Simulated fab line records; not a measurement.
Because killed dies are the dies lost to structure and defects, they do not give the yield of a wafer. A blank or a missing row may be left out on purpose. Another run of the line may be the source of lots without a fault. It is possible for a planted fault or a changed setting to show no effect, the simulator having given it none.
One fault seen from 2 desks | flow n5_finfet | numbers are kept per desk, each desk with only its own; the story behind them comes last

== METROLOGY DESK ==
Lot by lot, what the gauges showed, no matter which tool ran the lot: averages of those sampled wafers that carry a number. The brackets show how far a lot's mean lies from the usual mean; more than 4 standard deviations puts the lot out of limits, marked OUT. Shown are 7 of the 11 readings it has, namely the first that went out of limits plus those furthest out on some lot.
Columns: A = FIN_CUT_OVL at N5_FIN_CUT_OVL_MEAS_09, usual 0.4 nm; B = DIBL_N at N5_BEOL_M4_RC_MEAS_101, usual 36.2 mV/V; C = ION_N at N5_BEOL_M4_RC_MEAS_101, usual 676 uA/um; D = SS_N at N5_BEOL_M4_RC_MEAS_101, usual 71.6 mV/dec; E = SS_P at N5_BEOL_M4_RC_MEAS_101, usual 73.3 mV/dec; F = VT_N at N5_BEOL_M4_RC_MEAS_101, usual 249 mV; G = VT_P at N5_BEOL_M4_RC_MEAS_101, usual -251 mV
lot  | first seen here | A              | B    | C   | D    | E    | F   | G
L791 | day 3 16:29     | 0.2            | 38.0 | 691 | 71.8 | 73.9 | 247 | -250
L794 | day 4 12:41     | -0.1           | 36.6 | 674 | 71.3 | 73.2 | 250 | -249
L795 | day 4 16:04     | 0.8            | 35.5 | 687 | 71.4 | 73.2 | 247 | -248
L796 | day 4 23:18     | 0.7            | 35.6 | 669 | 71.1 | 73.3 | 248 | -254
L799 | day 5 15:50     | 13.8 (+22) OUT | 36.1 | 682 | 72.0 | 73.6 | 245 | -250
L801 | day 6 03:01     | 12.9 (+20) OUT | 37.9 | 669 | 72.0 | 73.5 | 249 | -254
L802 | day 6 09:58     | 13.6 (+22) OUT | 36.6 | 677 | 72.0 | 74.0 | 250 | -247
L803 | day 6 16:41     | 13.6 (+22) OUT | 36.0 | 674 | 71.8 | 72.4 | 250 | -249
L805 | day 7 04:44     | -0.7           | 37.6 | 678 | 71.2 | 74.3 | 251 | -249
L808 | day 7 23:09     | 0.5            | 35.7 | 670 | 70.9 | 73.8 | 251 | -250
Finding of this desk: L799, L801, L802, L803 out of limits, first seen on L799 at day 5 15:50 (FIN_CUT_OVL at N5_FIN_CUT_OVL_MEAS_09). Within limits: L791, L794, L795, L796, L805, L808.

== FOR THE TOOL OWNER'S DESK: euv_scanner-01 ==
The tool's own readings at N5_FIN_CUT_EXPOSE_05 (exposes mask FIN CUT): means of the sampled wafers that have a number, for each lot that ran on this tool. The brackets show how far a lot's mean lies from the usual mean; more than 4 standard deviations puts the lot out of limits, marked OUT.
Columns: A = exposure_dose_mJ_cm2 at N5_FIN_CUT_EXPOSE_05, usual 45.59
lot  | first seen here | A
L794 | day 4 12:31     | 45.54
L795 | day 4 15:54     | 45.64
L796 | day 4 23:08     | 45.60
L799 | day 5 15:41     | 45.62
L801 | day 6 02:51     | 45.62
L802 | day 6 09:48     | 45.62
L803 | day 6 16:32     | 45.56
This desk's finding: nothing out of limits on any of the 7 lots.

== ALL TOGETHER ==
On L799, L801, L802, L803, the metrology desk was in a position to raise an alarm at day 5 15:50.
The desk of the tool owner found nothing out of limits.
Tool owner's desk: L799, L801, L802, L803 on record, inside its limits.
Every lot named ran N5_FIN_CUT_EXPOSE_05 on euv_scanner-01.

== WHAT HAD BEEN PUT IN BY THE SIMULATOR ==
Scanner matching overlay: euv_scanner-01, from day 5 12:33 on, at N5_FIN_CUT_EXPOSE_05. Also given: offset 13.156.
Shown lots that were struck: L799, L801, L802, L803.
Delay in hours, fault start to first out-of-limits reading, per desk: metrology desk 3.
